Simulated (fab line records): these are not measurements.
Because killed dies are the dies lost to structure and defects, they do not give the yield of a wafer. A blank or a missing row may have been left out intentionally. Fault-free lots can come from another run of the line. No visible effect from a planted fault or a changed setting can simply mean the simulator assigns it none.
Which tool did it? || flow nandHarc || 12 lots with 36 wafers sampled at 5 steps, on a route of 1302 steps

WHAT THE GAUGES READ, wafer by wafer
NHARC_END_SORT_01. Usual: killedAtArray 55, standard deviation 22; killedAtOther 1.1, standard deviation 1.4; killedAtPeriphery 4, standard deviation 3.2; killedDies 59, standard deviation 22; killedOpen 3.3, standard deviation 1.8; killedShort 2.5, standard deviation 1.5.
{"lot": "L724", "measured": "day 25 03:56", "on": "prober-02", "killedAtArray": "26 48 28", "killedAtOther": "1 4 3", "killedAtPeriphery": "650 625 646", "killedDies": "677 677 677", "killedOpen": "5 2 2", "killedShort": "2 2 2", "flag": "OFF"}
{"lot": "L730", "measured": "day 28 05:46", "on": "prober-01", "killedAtArray": "41 72 50", "killedAtOther": "7 4 2", "killedAtPeriphery": "629 601 625", "killedDies": "677 677 677", "killedOpen": "2 6 3", "killedShort": "2 4 4", "flag": "OFF"}

WHAT TOOL EACH LOT RAN ON (gives the tool, then ch and the chambers of the sampled wafers, and finally the start)
{"lot": "L724", "NHARC_P_ZERO_WELL_DESCUM_54": "rieDiel-06 ch 1,2, day 2 22:02", "NHARC_P_GATE_OXIDE_02": "furnace-01 ch 0, day 4 23:52", "NHARC_P_GATE_ALD_36": "aldSin-01 ch 1,3, day 5 21:36", "NHARC_P_GATE_DESCUM_48": "rieDiel-02 ch 0,2,3, day 6 10:27"}
{"lot": "L726", "NHARC_P_ZERO_WELL_DESCUM_54": "rieDiel-06 ch 0,3, day 3 17:46", "NHARC_P_GATE_OXIDE_02": "furnace-01 ch 0, day 5 17:09", "NHARC_P_GATE_ALD_36": "aldSin-02 ch 0,1, day 6 13:37", "NHARC_P_GATE_DESCUM_48": "rieDiel-04 ch 1,2,3, day 7 02:17"}
{"lot": "L730", "NHARC_P_ZERO_WELL_DESCUM_54": "rieDiel-06 ch 1,2,3, day 5 09:55", "NHARC_P_GATE_OXIDE_02": "furnace-06 ch 0, day 7 10:40", "NHARC_P_GATE_ALD_36": "aldSin-01 ch 0,1,3, day 8 07:56", "NHARC_P_GATE_DESCUM_48": "rieDiel-11 ch 0,1,3, day 8 18:29"}
{"lot": "L734", "NHARC_P_ZERO_WELL_DESCUM_54": "rieDiel-06 ch 0,2,3, day 7 04:23", "NHARC_P_GATE_OXIDE_02": "furnace-01 ch 0, day 9 07:37", "NHARC_P_GATE_ALD_36": "aldSin-02 ch 0,2, day 10 07:13", "NHARC_P_GATE_DESCUM_48": "rieDiel-04 ch 0,2, day 10 16:50"}
{"lot": "L736", "NHARC_P_ZERO_WELL_DESCUM_54": "rieDiel-06 ch 0,1,2, day 7 21:48", "NHARC_P_GATE_OXIDE_02": "furnace-06 ch 0, day 10 02:54", "NHARC_P_GATE_ALD_36": "aldSin-03 ch 1,2, day 11 00:56", "NHARC_P_GATE_DESCUM_48": "rieDiel-11 ch 0,2,3, day 11 11:32"}
{"lot": "L737", "NHARC_P_ZERO_WELL_DESCUM_54": "rieDiel-06 ch 0,2, day 8 08:08", "NHARC_P_GATE_OXIDE_02": "furnace-06 ch 0, day 10 16:25", "NHARC_P_GATE_ALD_36": "aldSin-01 ch 0,1,3, day 11 16:35", "NHARC_P_GATE_DESCUM_48": "rieDiel-11 ch 0,1,3, day 12 01:13"}
{"lot": "L738", "NHARC_P_ZERO_WELL_DESCUM_54": "rieDiel-09 ch 0,1,3, day 8 17:51", "NHARC_P_GATE_OXIDE_02": "furnace-06 ch 0, day 10 16:25", "NHARC_P_GATE_ALD_36": "aldSin-02 ch 0,1, day 11 13:49", "NHARC_P_GATE_DESCUM_48": "rieDiel-02 ch 0,2,3, day 12 00:23"}
{"lot": "L740", "NHARC_P_ZERO_WELL_DESCUM_54": "rieDiel-09 ch 1,2,3, day 9 13:58", "NHARC_P_GATE_OXIDE_02": "furnace-04 ch 0, day 11 12:33", "NHARC_P_GATE_ALD_36": "aldSin-02 ch 1,2,3, day 12 08:40", "NHARC_P_GATE_DESCUM_48": "rieDiel-04 ch 0,1,3, day 12 19:17"}
{"lot": "L741", "NHARC_P_ZERO_WELL_DESCUM_54": "rieDiel-09 ch 1,2,3, day 10 00:05", "NHARC_P_GATE_OXIDE_02": "furnace-06 ch 0, day 11 22:52", "NHARC_P_GATE_ALD_36": "aldSin-01 ch 0,2, day 12 21:53", "NHARC_P_GATE_DESCUM_48": "rieDiel-02 ch 0,3, day 13 07:58"}
{"lot": "L742", "NHARC_P_ZERO_WELL_DESCUM_54": "rieDiel-09 ch 0,3, day 10 10:05", "NHARC_P_GATE_OXIDE_02": "furnace-04 ch 0, day 12 10:10", "NHARC_P_GATE_ALD_36": "aldSin-03 ch 0,2,3, day 13 10:56", "NHARC_P_GATE_DESCUM_48": "rieDiel-02 ch 0,1,3, day 13 21:39"}
{"lot": "L744", "NHARC_P_ZERO_WELL_DESCUM_54": "rieDiel-09 ch 0,1,2, day 11 06:19", "NHARC_P_GATE_OXIDE_02": "furnace-01 ch 0, day 13 03:59", "NHARC_P_GATE_ALD_36": "aldSin-01 ch 0,1,3, day 14 04:20", "NHARC_P_GATE_DESCUM_48": "rieDiel-02 ch 0,2,3, day 14 15:02"}
{"lot": "L745", "NHARC_P_ZERO_WELL_DESCUM_54": "rieDiel-12 ch 1,2,3, day 11 15:59", "NHARC_P_GATE_OXIDE_02": "furnace-06 ch 0, day 13 17:36", "NHARC_P_GATE_ALD_36": "aldSin-03 ch 0,1,2, day 14 14:13", "NHARC_P_GATE_DESCUM_48": "rieDiel-02 ch 0,1,3, day 15 00:56"}
- NHARC_P_ZERO_WELL_DESCUM_54: chemistry O2, time 3 s.
- NHARC_P_GATE_OXIDE_02: material SiO2, target thk 37.5 nm, ox time 365 s.
- NHARC_P_GATE_ALD_36: deposits SiNx, target thk 20 nm, pulse time 60 s, ald cycles 223.
- NHARC_P_GATE_DESCUM_48: chemistry O2, time 3 s.

WHAT THE TOOLS THEMSELVES READ (means of the sampled wafers that have a number; where no wafer has one, the mark that the record gives instead)
NHARC_P_ZERO_WELL_DESCUM_54. Usual: drypumpMotorCurrentA 5.7 A, standard deviation 0.49; oesProductAu 1.000 a.u., standard deviation 0.0096; rfVppV 57.7 V, standard deviation 1; showerheadPlenumPTorr 1.89 Torr, standard deviation 0.11; throttleValvePct 11.311 %, standard deviation 0.0085.
{"lot": "L724", "tool": "rieDiel-06", "drypumpMotorCurrentA (A)": 5.0, "oesProductAu (a.u.)": 1.000, "rfVppV (V)": 57.5, "showerheadPlenumPTorr (Torr)": 1.87, "throttleValvePct (%)": 11.319, "flag": ""}
{"lot": "L726", "tool": "rieDiel-06", "drypumpMotorCurrentA (A)": 5.4, "oesProductAu (a.u.)": 0.987, "rfVppV (V)": 57.3, "showerheadPlenumPTorr (Torr)": 1.84, "throttleValvePct (%)": 11.313, "flag": ""}
{"lot": "L730", "tool": "rieDiel-06", "drypumpMotorCurrentA (A)": 5.2, "oesProductAu (a.u.)": 1.002, "rfVppV (V)": 58.0, "showerheadPlenumPTorr (Torr)": 1.83, "throttleValvePct (%)": 11.310, "flag": ""}
{"lot": "L734", "tool": "rieDiel-06", "drypumpMotorCurrentA (A)": 5.2, "oesProductAu (a.u.)": 1.017, "rfVppV (V)": 56.8, "showerheadPlenumPTorr (Torr)": 1.85, "throttleValvePct (%)": 11.315, "flag": ""}
{"lot": "L736", "tool": "rieDiel-06", "drypumpMotorCurrentA (A)": 5.2, "oesProductAu (a.u.)": 1.007, "rfVppV (V)": 58.8, "showerheadPlenumPTorr (Torr)": 1.94, "throttleValvePct (%)": 11.312, "flag": ""}
{"lot": "L737", "tool": "rieDiel-06", "drypumpMotorCurrentA (A)": 5.1, "oesProductAu (a.u.)": 1.006, "rfVppV (V)": 57.8, "showerheadPlenumPTorr (Torr)": 1.89, "throttleValvePct (%)": 11.318, "flag": ""}
{"lot": "L738", "tool": "rieDiel-09", "drypumpMotorCurrentA (A)": 6.2, "oesProductAu (a.u.)": 0.986, "rfVppV (V)": 57.4, "showerheadPlenumPTorr (Torr)": 2.06, "throttleValvePct (%)": 11.320, "flag": ""}
{"lot": "L740", "tool": "rieDiel-09", "drypumpMotorCurrentA (A)": 6.0, "oesProductAu (a.u.)": 0.990, "rfVppV (V)": 57.1, "showerheadPlenumPTorr (Torr)": 1.98, "throttleValvePct (%)": 11.323, "flag": ""}
{"lot": "L741", "tool": "rieDiel-09", "drypumpMotorCurrentA (A)": 6.1, "oesProductAu (a.u.)": 0.989, "rfVppV (V)": 58.5, "showerheadPlenumPTorr (Torr)": 1.97, "throttleValvePct (%)": 11.308, "flag": ""}
{"lot": "L742", "tool": "rieDiel-09", "drypumpMotorCurrentA (A)": 6.0, "oesProductAu (a.u.)": 1.001, "rfVppV (V)": 59.5, "showerheadPlenumPTorr (Torr)": 2.07, "throttleValvePct (%)": 11.314, "flag": ""}
{"lot": "L744", "tool": "rieDiel-09", "drypumpMotorCurrentA (A)": 5.9, "oesProductAu (a.u.)": 0.989, "rfVppV (V)": 57.7, "showerheadPlenumPTorr (Torr)": 1.97, "throttleValvePct (%)": 11.312, "flag": ""}
{"lot": "L745", "tool": "rieDiel-12", "drypumpMotorCurrentA (A)": 6.0, "oesProductAu (a.u.)": 0.997, "rfVppV (V)": 58.4, "showerheadPlenumPTorr (Torr)": 1.81, "throttleValvePct (%)": 11.312, "flag": ""}

NHARC_P_GATE_OXIDE_02. Usual: spikeTcUpperC 949.6 C, standard deviation 1.1; tubeCenterTempC 950.01 C, standard deviation 0.086; zonePowerLowerPct 20.8 %, standard deviation 0.31.
{"lot": "L724", "tool": "furnace-01", "spikeTcUpperC (C)": 950.4, "tubeCenterTempC (C)": 950.00, "zonePowerLowerPct (%)": 20.8, "flag": ""}
{"lot": "L726", "tool": "furnace-01", "spikeTcUpperC (C)": 949.7, "tubeCenterTempC (C)": 949.98, "zonePowerLowerPct (%)": 21.0, "flag": ""}
{"lot": "L730", "tool": "furnace-06", "spikeTcUpperC (C)": 949.6, "tubeCenterTempC (C)": 950.00, "zonePowerLowerPct (%)": 20.6, "flag": ""}
{"lot": "L734", "tool": "furnace-01", "spikeTcUpperC (C)": 951.0, "tubeCenterTempC (C)": 950.00, "zonePowerLowerPct (%)": 20.7, "flag": ""}
{"lot": "L736", "tool": "furnace-06", "spikeTcUpperC (C)": 949.3, "tubeCenterTempC (C)": 949.98, "zonePowerLowerPct (%)": 20.6, "flag": ""}
{"lot": "L737", "tool": "furnace-06", "spikeTcUpperC (C)": 950.0, "tubeCenterTempC (C)": 949.97, "zonePowerLowerPct (%)": 20.6, "flag": ""}
{"lot": "L738", "tool": "furnace-06", "spikeTcUpperC (C)": 948.5, "tubeCenterTempC (C)": 949.95, "zonePowerLowerPct (%)": 20.6, "flag": ""}
{"lot": "L740", "tool": "furnace-04", "spikeTcUpperC (C)": 949.8, "tubeCenterTempC (C)": 950.04, "zonePowerLowerPct (%)": 21.2, "flag": ""}
{"lot": "L741", "tool": "furnace-06", "spikeTcUpperC (C)": 950.0, "tubeCenterTempC (C)": 950.02, "zonePowerLowerPct (%)": 20.9, "flag": ""}
{"lot": "L742", "tool": "furnace-04", "spikeTcUpperC (C)": 950.3, "tubeCenterTempC (C)": 949.98, "zonePowerLowerPct (%)": 21.4, "flag": ""}
{"lot": "L744", "tool": "furnace-01", "spikeTcUpperC (C)": 949.2, "tubeCenterTempC (C)": 949.99, "zonePowerLowerPct (%)": 20.9, "flag": ""}
{"lot": "L745", "tool": "furnace-06", "spikeTcUpperC (C)": 949.3, "tubeCenterTempC (C)": 950.09, "zonePowerLowerPct (%)": 20.6, "flag": ""}

NHARC_P_GATE_ALD_36. Usual: heaterPowerW 803 W, standard deviation 65; precursorPulseHeightRel 1.001, standard deviation 0.022.
{"lot": "L724", "tool": "aldSin-01", "heaterPowerW (W)": 751, "precursorPulseHeightRel": 0.989, "flag": ""}
{"lot": "L726", "tool": "aldSin-02", "heaterPowerW (W)": 785, "precursorPulseHeightRel": 1.030, "flag": ""}
{"lot": "L730", "tool": "aldSin-01", "heaterPowerW (W)": 783, "precursorPulseHeightRel": 1.022, "flag": ""}
{"lot": "L734", "tool": "aldSin-02", "heaterPowerW (W)": 798, "precursorPulseHeightRel": 0.993, "flag": ""}
{"lot": "L736", "tool": "aldSin-03", "heaterPowerW (W)": 733, "precursorPulseHeightRel": 1.005, "flag": ""}
{"lot": "L737", "tool": "aldSin-01", "heaterPowerW (W)": 775, "precursorPulseHeightRel": 0.974, "flag": ""}
{"lot": "L738", "tool": "aldSin-02", "heaterPowerW (W)": 793, "precursorPulseHeightRel": 0.992, "flag": ""}
{"lot": "L740", "tool": "aldSin-02", "heaterPowerW (W)": 881, "precursorPulseHeightRel": 1.007, "flag": ""}
{"lot": "L741", "tool": "aldSin-01", "heaterPowerW (W)": 791, "precursorPulseHeightRel": 1.004, "flag": ""}
{"lot": "L742", "tool": "aldSin-03", "heaterPowerW (W)": 805, "precursorPulseHeightRel": 1.010, "flag": ""}
{"lot": "L744", "tool": "aldSin-01", "heaterPowerW (W)": 775, "precursorPulseHeightRel": 0.998, "flag": ""}
{"lot": "L745", "tool": "aldSin-03", "heaterPowerW (W)": 793, "precursorPulseHeightRel": 0.997, "flag": ""}

NHARC_P_GATE_DESCUM_48. Usual: drypumpMotorCurrentA 5.9 A, standard deviation 0.41; oesProductAu 1.002 a.u., standard deviation 0.011; rfVppV 58.0 V, standard deviation 0.85; showerheadPlenumPTorr 1.96 Torr, standard deviation 0.064; throttleValvePct 11.313 %, standard deviation 0.0096.
{"lot": "L724", "tool": "rieDiel-02", "drypumpMotorCurrentA (A)": 6.1, "oesProductAu (a.u.)": 1.006, "rfVppV (V)": 58.2, "showerheadPlenumPTorr (Torr)": 1.99, "throttleValvePct (%)": 11.314, "flag": ""}
{"lot": "L726", "tool": "rieDiel-04", "drypumpMotorCurrentA (A)": 5.8, "oesProductAu (a.u.)": 0.998, "rfVppV (V)": 57.9, "showerheadPlenumPTorr (Torr)": 1.95, "throttleValvePct (%)": 11.310, "flag": ""}
{"lot": "L730", "tool": "rieDiel-11", "drypumpMotorCurrentA (A)": 5.8, "oesProductAu (a.u.)": 1.003, "rfVppV (V)": 58.2, "showerheadPlenumPTorr (Torr)": 1.90, "throttleValvePct (%)": 11.311, "flag": ""}
{"lot": "L734", "tool": "rieDiel-04", "drypumpMotorCurrentA (A)": 6.4, "oesProductAu (a.u.)": 0.992, "rfVppV (V)": 57.4, "showerheadPlenumPTorr (Torr)": 1.95, "throttleValvePct (%)": 11.312, "flag": ""}
{"lot": "L736", "tool": "rieDiel-11", "drypumpMotorCurrentA (A)": 6.0, "oesProductAu (a.u.)": 1.003, "rfVppV (V)": 57.7, "showerheadPlenumPTorr (Torr)": 1.90, "throttleValvePct (%)": 11.307, "flag": ""}
{"lot": "L737", "tool": "rieDiel-11", "drypumpMotorCurrentA (A)": 5.7, "oesProductAu (a.u.)": 0.993, "rfVppV (V)": 57.1, "showerheadPlenumPTorr (Torr)": 1.89, "throttleValvePct (%)": 11.324, "flag": ""}
{"lot": "L738", "tool": "rieDiel-02", "drypumpMotorCurrentA (A)": 6.1, "oesProductAu (a.u.)": 1.004, "rfVppV (V)": 59.0, "showerheadPlenumPTorr (Torr)": 1.99, "throttleValvePct (%)": 11.323, "flag": ""}
{"lot": "L740", "tool": "rieDiel-04", "drypumpMotorCurrentA (A)": 5.7, "oesProductAu (a.u.)": 0.998, "rfVppV (V)": 58.1, "showerheadPlenumPTorr (Torr)": 1.99, "throttleValvePct (%)": 11.300, "flag": ""}
{"lot": "L741", "tool": "rieDiel-02", "drypumpMotorCurrentA (A)": 6.0, "oesProductAu (a.u.)": 1.011, "rfVppV (V)": 57.9, "showerheadPlenumPTorr (Torr)": 1.99, "throttleValvePct (%)": 11.315, "flag": ""}
{"lot": "L742", "tool": "rieDiel-02", "drypumpMotorCurrentA (A)": 6.1, "oesProductAu (a.u.)": 1.011, "rfVppV (V)": 58.0, "showerheadPlenumPTorr (Torr)": 1.96, "throttleValvePct (%)": 11.306, "flag": ""}
{"lot": "L744", "tool": "rieDiel-02", "drypumpMotorCurrentA (A)": 6.1, "oesProductAu (a.u.)": 1.012, "rfVppV (V)": 57.6, "showerheadPlenumPTorr (Torr)": 1.98, "throttleValvePct (%)": 11.307, "flag": ""}
{"lot": "L745", "tool": "rieDiel-02", "drypumpMotorCurrentA (A)": 6.1, "oesProductAu (a.u.)": 1.014, "rfVppV (V)": 58.2, "showerheadPlenumPTorr (Torr)": 1.96, "throttleValvePct (%)": 11.312, "flag": ""}

THE ANSWER, worked out from the rows above alone
Rule: a lot is off if the mean of its wafers that have a number lies more than 3 standard deviations from the usual mean. A lot without any number at a reading at which 4 lots or more have one is off too. Where the step has rows for the other lots, those lots are counted as sound. First the gauges in route order, then the tools' own readings, where a lot's mean is used as printed above. At the first step where some lot is off, the reading lying furthest off is the one used; lots without a number count as furthest.
Off: L724, L730 (NHARC_END_SORT_01, killedAtPeriphery). Neither off nor sound, because the step has no rows for them: L726, L734, L736, L737, L738, L740, L741, L742, L744, L745.
If a tool, at a process step before that reading, ran all the lots that are off and no sound lot after the first of them, it fits. Those tools and the gauges at NHARC_END_SORT_01 are tried in the same way. Can't be told from this: 2 tools fit, rieDiel-06 at NHARC_P_ZERO_WELL_DESCUM_54, aldSin-01 at NHARC_P_GATE_ALD_36.

WHAT THE SIMULATOR HAD PUT IN
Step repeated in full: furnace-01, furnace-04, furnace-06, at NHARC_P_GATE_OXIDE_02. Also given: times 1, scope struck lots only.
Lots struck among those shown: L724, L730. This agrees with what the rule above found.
